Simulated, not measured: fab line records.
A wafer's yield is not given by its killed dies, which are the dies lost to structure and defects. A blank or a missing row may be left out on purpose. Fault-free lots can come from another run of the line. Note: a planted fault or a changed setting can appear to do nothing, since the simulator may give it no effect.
What tool caused it? | flow n5 finfet | 10 lots with 30 wafers sampled at 4 steps, on a route of 1938 steps

## WHAT THE GAUGES READ, wafer by wafer
N5_HKMG_FIN_CD_MEAS_12: the cd target is 92.8 nm.
lot  | measured     | on        | cd nm (nm)
L964 | day 4 03:02  | cd sem-01 | 92.9 92.6 92.2
L965 | day 4 12:43  | cd sem-02 | 92.7 92.0 92.5
L967 | day 4 21:41  | cd sem-03 | 92.6 92.8 93.1
L971 | day 5 22:40  | cd sem-01 | 92.3 92.8 92.4
L972 | day 6 04:50  | cd sem-02 | 92.6 92.4 92.8
L975 | day 6 21:16  | cd sem-02 | 85.4 85.0 85.2
L977 | day 7 10:04  | cd sem-01 | 86.2 87.3 86.8
L978 | day 7 16:16  | cd sem-01 | 93.1 92.5 93.2
L980 | day 8 01:22  | cd sem-02 | 92.6 92.4 92.9
L987 | day 11 05:03 | cd sem-03 | 92.3 91.8 92.1

## EACH LOT AND THE TOOL THAT RAN IT (in order: tool; ch and the chambers of the sampled wafers; start)
lot  | N5_HKMG_FIN_STRIP_93              | N5_HKMG_FIN_ALD_36                  | N5_HKMG_FIN_EXPOSE_09
L964 | rie diel-06 ch 2,3, day 4 00:29   | ald metal-01 ch 0,3, day 4 01:52    | arfi scanner-01 ch 0, day 4 02:55
L965 | rie diel-04 ch 0,1,2, day 4 10:07 | ald metal-02 ch 1,2,3, day 4 11:34  | arfi scanner-02 ch 0, day 4 12:36
L967 | rie diel-06 ch 0,2,3, day 4 19:08 | ald metal-02 ch 0,1, day 4 20:39    | arfi scanner-02 ch 0, day 4 21:33
L971 | rie diel-04 ch 0,3, day 5 20:07   | ald metal-04 ch 2,3, day 5 21:31    | arfi scanner-01 ch 0, day 5 22:33
L972 | rie diel-06 ch 0,2,3, day 6 02:03 | ald metal-02 ch 1,2,3, day 6 03:41  | arfi scanner-02 ch 0, day 6 04:43
L975 | rie diel-01 ch 2,3, day 6 18:40   | ald metal-01 ch 1,3, day 6 20:07    | arfi scanner-02 ch 0, day 6 21:09
L977 | rie diel-06 ch 0,3, day 7 07:26   | ald metal-02 ch 0,2,3, day 7 08:55  | arfi scanner-02 ch 0, day 7 09:57
L978 | rie diel-01 ch 0,1,3, day 7 13:43 | ald metal-02 ch 0,1,2, day 7 15:07  | arfi scanner-03 ch 0, day 7 16:09
L980 | rie diel-06 ch 0,1, day 7 22:57   | ald metal-01 ch 0,1,3, day 8 00:20  | arfi scanner-03 ch 0, day 8 01:15
L987 | rie diel-01 ch 0,1, day 11 02:37  | ald metal-02 ch 0,2,3, day 11 04:01 | arfi scanner-03 ch 0, day 11 04:56
- N5_HKMG_FIN_STRIP_93: strips SOC in N2/H2, time 20 s.
- N5_HKMG_FIN_ALD_36: deposits TiN, target thk 1 nm, pulse time 1 s, purge time 3 s.
- N5_HKMG_FIN_EXPOSE_09: exposes mask NWFM.

## WHAT THE TOOLS THEMSELVES READ (means of the sampled wafers that have a number; where no wafer has one, the mark that the record gives instead)
N5_HKMG_FIN_STRIP_93.
lot  | tool        | drypump motor current A (A) | oes product au (a.u.) | rf vpp V (V) | showerhead plenum p Torr (Torr) | throttle valve pct (%)
L964 | rie diel-06 | 5.6                         | 0.78                  | 53.5         | 3.41                            | 19.0
L965 | rie diel-04 | 5.7                         | 0.77                  | 54.0         | 3.36                            | 19.0
L967 | rie diel-06 | 5.6                         | 0.76                  | 54.0         | 3.41                            | 19.2
L971 | rie diel-04 | 6.4                         | 0.71                  | 53.9         | 3.28                            | 18.9
L972 | rie diel-06 | 5.7                         | 0.76                  | 54.1         | 3.40                            | 19.2
L975 | rie diel-01 | 6.1                         | 0.83                  | 53.8         | 3.31                            | 19.0
L977 | rie diel-06 | 5.9                         | 0.76                  | 54.0         | 3.34                            | 19.3
L978 | rie diel-01 | 5.7                         | 0.82                  | 53.9         | 3.43                            | 19.1
L980 | rie diel-06 | 5.8                         | 0.81                  | 53.8         | 3.38                            | 19.2
L987 | rie diel-01 | 5.8                         | 0.82                  | 54.0         | 3.48                            | 19.2

N5_HKMG_FIN_ALD_36.
lot  | tool         | heater power w (W) | precursor pulse height rel | susceptor temp C (C)
L964 | ald metal-01 | 761                | 0.993                      | 399.82
L965 | ald metal-02 | 997                | 1.002                      | 400.00
L967 | ald metal-02 | 940                | 0.995                      | 399.98
L971 | ald metal-04 | 832                | 1.000                      | 400.27
L972 | ald metal-02 | 1006               | 1.010                      | 399.93
L975 | ald metal-01 | 804                | 1.010                      | 399.79
L977 | ald metal-02 | 959                | 1.015                      | 399.85
L978 | ald metal-02 | 1017               | 1.002                      | 400.03
L980 | ald metal-01 | 814                | 0.985                      | 400.13
L987 | ald metal-02 | 966                | 1.001                      | 400.10

N5_HKMG_FIN_EXPOSE_09.
lot  | tool            | exposure dose mJ cm2
L964 | arfi scanner-01 | 39.21
L965 | arfi scanner-02 | 39.23
L967 | arfi scanner-02 | 39.22
L971 | arfi scanner-01 | 39.24
L972 | arfi scanner-02 | 39.18
L975 | arfi scanner-02 | 34.48
L977 | arfi scanner-02 | 35.41
L978 | arfi scanner-03 | 39.26
L980 | arfi scanner-03 | 39.20
L987 | arfi scanner-03 | 39.27

## THE ANSWER, worked out from the rows above alone
Rule: the usual values come from the lots themselves. Put in order of their means at a reading, lots are off if they are a third of the lots or fewer, leave a main group of 4 or more, and stand apart from it by a gap of 3 or more times the standard deviation of the main group's means; of several such gaps the widest counts. A main group whose means are all the same, to the digits that the tables above print for the reading, isn't used. A lot without any number at a reading at which 4 lots or more have one is off too. Any other lot the step has rows for is counted as sound. First the gauges in route order, then the tools' own readings, where a lot's mean is used as printed above. At the first step where some lot is off, the reading lying furthest off is the one used; lots without a number count as furthest.
Off, at N5_HKMG_FIN_CD_MEAS_12 on cd nm: L975, L977. Mean 92.6 nm and standard deviation 0.25 in the main group.
A tool fits if, at a process step before that reading, it ran every lot that is off, and no sound lot after the first of them. The gauges at N5_HKMG_FIN_CD_MEAS_12 aren't tried: what is off there is off at N5_HKMG_FIN_EXPOSE_09 too, on other tools, and a gauge's error can't cause that. One fits: arfi scanner-02 at N5_HKMG_FIN_EXPOSE_09. Its last sound lot is L972 (day 6 04:43), its first lot that is off L975 (day 6 21:09): a fault that began between those two fits.
On the lots that are off, the tool's own readings at N5_HKMG_FIN_EXPOSE_09 differ by more than 5 times the standard deviation of the sound lots' means, which bears it out; exposure dose mJ cm2 reads 34.94 there versus 39.23 on the sound lots.

## WHAT THE SIMULATOR HAD INSERTED
Drift in process parameters on arfi scanner-02 at N5_HKMG_FIN_EXPOSE_09, starting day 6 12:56. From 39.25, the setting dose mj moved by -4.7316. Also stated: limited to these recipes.
Struck lots among those shown: L975, L977. The rule above reached the same finding.
